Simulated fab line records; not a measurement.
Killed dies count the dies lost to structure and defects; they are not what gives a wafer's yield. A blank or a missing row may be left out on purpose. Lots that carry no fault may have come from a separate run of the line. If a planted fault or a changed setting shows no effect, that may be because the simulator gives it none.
Chamber matching || flow nand-harc || rie-diel-06 running NHARC_A_ZERO_WELL_DESCUM_12: 4 sister chambers
The step chemistry O2, time 3 s. 8 wafers are shown with their chamber, then 11 later ones without.

== WAFERS PAIRED WITH THEIR CHAMBERS ==
{"wafer": "L081.3", "chamber": 3, "drypump-motor-current-A (A)": 5.8, "oes-product-au (a.u.)": 0.997}
{"wafer": "L081.4", "chamber": 0, "drypump-motor-current-A (A)": 5.3, "oes-product-au (a.u.)": 1.006}
{"wafer": "L086.5", "chamber": 1, "drypump-motor-current-A (A)": 6.4, "oes-product-au (a.u.)": 0.996}
{"wafer": "L086.6", "chamber": 2, "drypump-motor-current-A (A)": 5.0, "oes-product-au (a.u.)": 1.014}
{"wafer": "L089.1", "chamber": 1, "drypump-motor-current-A (A)": 6.4, "oes-product-au (a.u.)": 0.994}
{"wafer": "L089.3", "chamber": 0, "drypump-motor-current-A (A)": 5.4, "oes-product-au (a.u.)": 1.019}
{"wafer": "L089.6", "chamber": 3, "drypump-motor-current-A (A)": 5.8, "oes-product-au (a.u.)": 0.991}
{"wafer": "L090.1", "chamber": 2, "drypump-motor-current-A (A)": 5.0, "oes-product-au (a.u.)": 1.019}

== WAFERS MISSING THEIR CHAMBER ==
{"wafer": "L090.2", "drypump-motor-current-A (A)": 5.4, "oes-product-au (a.u.)": 1.012}
{"wafer": "L090.6", "drypump-motor-current-A (A)": 6.4, "oes-product-au (a.u.)": 0.996}
{"wafer": "L091.1", "drypump-motor-current-A (A)": 5.3, "oes-product-au (a.u.)": 1.008}
{"wafer": "L091.3", "drypump-motor-current-A (A)": 5.1, "oes-product-au (a.u.)": 1.003}
{"wafer": "L091.4", "drypump-motor-current-A (A)": 6.4, "oes-product-au (a.u.)": 0.995}
{"wafer": "L096.3", "drypump-motor-current-A (A)": 6.4, "oes-product-au (a.u.)": 1.005}
{"wafer": "L096.5", "drypump-motor-current-A (A)": 5.8, "oes-product-au (a.u.)": 1.012}
{"wafer": "L096.6", "drypump-motor-current-A (A)": 5.0, "oes-product-au (a.u.)": 1.013}
{"wafer": "L097.1", "drypump-motor-current-A (A)": 5.3, "oes-product-au (a.u.)": 1.007}
{"wafer": "L097.5", "drypump-motor-current-A (A)": 5.0, "oes-product-au (a.u.)": 1.012}
{"wafer": "L097.6", "drypump-motor-current-A (A)": 6.4, "oes-product-au (a.u.)": 0.996}

== THE CHAMBER EACH PASSED THROUGH ==
{"wafer": "L090.2", "from the rows above": 0, "in truth": 0}
{"wafer": "L090.6", "from the rows above": 1, "in truth": 1}
{"wafer": "L091.1", "from the rows above": 0, "in truth": 0}
{"wafer": "L091.3", "from the rows above": 2, "in truth": 2}
{"wafer": "L091.4", "from the rows above": 1, "in truth": 1}
{"wafer": "L096.3", "from the rows above": 1, "in truth": 1}
{"wafer": "L096.5", "from the rows above": 3, "in truth": 3}
{"wafer": "L096.6", "from the rows above": 2, "in truth": 2}
{"wafer": "L097.1", "from the rows above": 0, "in truth": 0}
{"wafer": "L097.5", "from the rows above": 2, "in truth": 2}
{"wafer": "L097.6", "from the rows above": 1, "in truth": 1}
11 of 11 placed correctly. Not placeable from these rows: 0. 0 placed wrongly.
How it was worked out, from the rows above alone: a wafer's distance from a chamber is the root of the sum, over the readings, of the square of ((its reading less the chamber's mean) divided by the reading's scatter). The wafer belongs to the nearest chamber; if the next one is less than 2 further off, it can't be placed. A chamber's mean is the mean of its shown wafers. The scatter is the square root of a quotient: the sum, over the shown wafers, of each reading's squared deviation from its chamber's mean, divided by wafers minus chambers.
